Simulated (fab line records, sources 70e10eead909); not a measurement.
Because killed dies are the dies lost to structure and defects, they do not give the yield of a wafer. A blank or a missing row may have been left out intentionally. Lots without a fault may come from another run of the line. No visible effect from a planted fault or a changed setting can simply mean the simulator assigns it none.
Problem report in the 8D (eight disciplines) form, filled by code | flow nandHarc | the parts of the form that need people (team, actions taken, sign-off) are left out

1. THE ISSUE
NHARC_END_SORT_01, killedAtArray: mean 645 over 1 wafer from 1 lot; wafers with no fault: 28, standard deviation 8.6. Measured from the usual mean, that is +72 standard deviations.
The first sign was on wafer L394.6 at day 22 07:16, on prober-02. The record holds 3 wafers of 1 lot with a number at this step. The rule behind "out" and "out of limits": a value lying over 4 standard deviations away from the usual mean. The rest of the wafers with a number are treated as sound.

2. WHAT IT IS; WHAT IT IS NOT
question                    | is                        | is not
which readings at this step | killedAtArray, killedDies | killedAtOther, killedAtPeriphery, killedOpen, killedShort
which lots                  | L394                      | -
which wafers of those lots  | L394.6                    | L394.3, L394.5
read on which gauges        | prober-02                 | -
when                        | from day 22 07:16         | up to then (2 sound wafers)

3. SUSPECTS, AND WHAT RULES EACH OUT
Counting: any tool at a process step up to the reading remains a suspect provided it ran every lot that is out. Sound lots after the first of them don't rule it out here, since some wafers of a struck lot are sound.
- the gauge at NHARC_END_SORT_01: kept. All the wafers that are out were read on prober-02, and no step on other tools shows them out.
- pecvd-04 at NHARC_A_STAIRCASE_DEP_301 (deposits SiON, target thk 30 nm): kept. It ran the lot that is out, L394 (day 15 06:19).
- aldHk-04 at NHARC_A_STAIRCASE_ALD_415 (deposits SiO2, target thk 30 nm, pulse time 6 s, ald cycles 300): kept. It ran the lot that is out, L394 (day 15 11:22).
- rieDiel-04 at NHARC_A_STAIRCASE_ETCHBACK_416 (etches the open film in C4F8/O2/Ar, target depth 36 nm, time 7.2 s): kept. It ran the lot that is out, L394 (day 15 23:43). With no start given for some of its lots, NHARC_A_STAIRCASE_ETCHBACK_416 uses the hours and lot order of NHARC_A_STAIRCASE_DEP_151.
- pecvd-04 at NHARC_A_STAIRCASE_DEP_151 (deposits SiO2, target thk 3800 nm): kept. It ran the lot that is out, L394 (day 15 23:43).
- The sound lot-mates ran in chamber 0 of pecvd-04 at NHARC_A_STAIRCASE_DEP_301, but the wafers that are out ran in chamber 2.
- At NHARC_A_STAIRCASE_ALD_415, inside aldHk-04: chamber 0 took the wafers that are out, while their sound lot-mates went through chambers 1, 3.
- At NHARC_A_STAIRCASE_ETCHBACK_416, inside rieDiel-04: chamber 2 took the wafers that are out, while their sound lot-mates went through chambers 0, 1.
- At NHARC_A_STAIRCASE_DEP_151, inside pecvd-04: chamber 2 took the wafers that are out, while their sound lot-mates went through chambers 0, 1.
Left after counting: pecvd-04 at NHARC_A_STAIRCASE_DEP_301, aldHk-04 at NHARC_A_STAIRCASE_ALD_415, rieDiel-04 at NHARC_A_STAIRCASE_ETCHBACK_416, pecvd-04 at NHARC_A_STAIRCASE_DEP_151, prober-02 at NHARC_END_SORT_01.

4. THE CAUSE (what the simulator had put in)
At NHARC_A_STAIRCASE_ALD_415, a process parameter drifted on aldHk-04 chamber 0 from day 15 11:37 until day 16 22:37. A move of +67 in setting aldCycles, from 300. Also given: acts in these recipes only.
After counting, 5 suspects remain, this tool included.

5. THE CHAIN OF EFFECTS, in route order
One row per reading whose mean, taken over the struck wafers that have a number, lies over 3 standard deviations from the usual. Only readings for which the record gives a usual standard deviation are gone through. hours: the time from each lot's start at the first step in this table that gives one to its start at this step, as a median over the lots. sigmas: the change in usual standard deviations.
hours | step              | reading       | usual | on struck wafers | change | sigmas
0     | NHARC_END_SORT_01 | killedAtArray | 28    | 645              | +617   | +72
0     | NHARC_END_SORT_01 | killedDies    | 32    | 648              | +616   | +71

6. HOW IT WOULD HAVE BEEN CAUGHT EARLIER
In this record the first reading out of limits at a measuring or inspecting step was taken at day 22 07:16, 164 hours after the fault began at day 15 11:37.
Tool readings at NHARC_A_STAIRCASE_ALD_415 with a usual standard deviation given in the record: none out on any struck wafer, hence no alarm at a limit of 4 standard deviations on them.
The start of NHARC_A_STAIRCASE_ALD_415 on aldHk-04 came by day 22 07:16 for every one of the lots that are out (1). Holding the tool at that point would not have protected any of them.
